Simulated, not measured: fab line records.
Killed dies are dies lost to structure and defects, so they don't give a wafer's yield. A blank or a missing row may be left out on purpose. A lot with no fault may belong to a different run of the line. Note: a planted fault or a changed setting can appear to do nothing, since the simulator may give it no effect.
A lot that was struck, set against a sound lot | flow nand-harc | 14 out of 1159 route steps
Sound: the wafers L927.4, L927.5, L927.6. Struck: wafer L937.5. (L937.2, L937.6 of the same lot were not struck and are left out.) The cause comes at the end.
For every step that has rows: the tool of each side, followed by ch and its chambers, followed by its first start. Under that, the readings that differ: sound wafers | struck wafers | difference of the means | sigmas: that difference in standard deviations of wafers without a fault.
alike: a reading whose means differ by less than 2 such deviations, as well as words and numbers matching on both sides. not compared: withheld readings; readings where some wafer has no value; bounds like >300 that might hide an equal value; numbers whose values overlap and for which the record gives no deviation.
The two part at a step that has a row with sigmas, a row that says differs or no value, or rows on one side only. Numbers that have no deviation but don't overlap get no sigmas and don't part them. A reading that every wafer of one side lacks parts them only if that side has two wafers or more.

first, 10 steps without rows for these wafers: NHARC_A_STAIRCASE_SRD_150; NHARC_A_STAIRCASE_DEHYDRATE_176 (time 120 s); NHARC_A_STAIRCASE_HMDS_177 (time 30 s); NHARC_A_STAIRCASE_COAT_178; NHARC_A_STAIRCASE_SOFTBAKE_179 (time 170 s); NHARC_A_STAIRCASE_EBR_180; NHARC_A_STAIRCASE_EXPOSE_181 (exposes mask STAIR 2); NHARC_A_STAIRCASE_PEB_182 (peb time 130 s); NHARC_A_STAIRCASE_DEVELOP_183 (time 140 s); NHARC_A_STAIRCASE_HARDBAKE_185 (time 140 s).
NHARC_A_STAIRCASE_DESCUM_186: chemistry O2, time 3 s.
  sound on rie-diel-07 ch 0,1,3, day 11 14:49; struck on rie-diel-06 ch 0, day 14 16:32
  alike: drypump-motor-current-A, mfc-ar-sccm, oes-product-au, rf-vpp-V, showerhead-plenum-p-Torr, throttle-valve-pct
  not compared: rf-hours-counter-h
NHARC_A_STAIRCASE_TRIM_187: chemistry O2, time 211.2 s.
  sound on rie-diel-07 ch 0,1, day 11 14:53; struck on rie-diel-06 ch 2, day 14 16:37
  reading          | sound             | struck | difference | sigmas
  run-length-s (s) | 233.1 233.1 233.5 | 241.9  | +8.7       | +17
  alike: drypump-motor-current-A, mfc-ar-sccm, oes-product-au, rf-vpp-V, showerhead-plenum-p-Torr, throttle-valve-pct
  not compared: rf-hours-counter-h
NHARC_A_STAIRCASE_ETCH_188: etches the open film in C4F8/O2, target depth 100 nm, time 40.5 s.
  sound: rie-diel-07 ch 1,2; struck: rie-diel-06 ch 0
  alike: oes-product-au, rf-vpp-V
  not compared: rf-hours-counter-h
then, 1 step without rows for these wafers: NHARC_END_SORT_01.

WHERE THEY PART
At NHARC_A_STAIRCASE_TRIM_187 and nowhere else, as far as this record goes. Later steps at which nothing parts them and some readings are alike: NHARC_A_STAIRCASE_ETCH_188.

WHY: what had been put in by the simulator
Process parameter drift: rie-diel-06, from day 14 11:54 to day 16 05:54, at NHARC_A_STAIRCASE_TRIM_187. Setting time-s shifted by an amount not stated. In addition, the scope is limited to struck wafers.
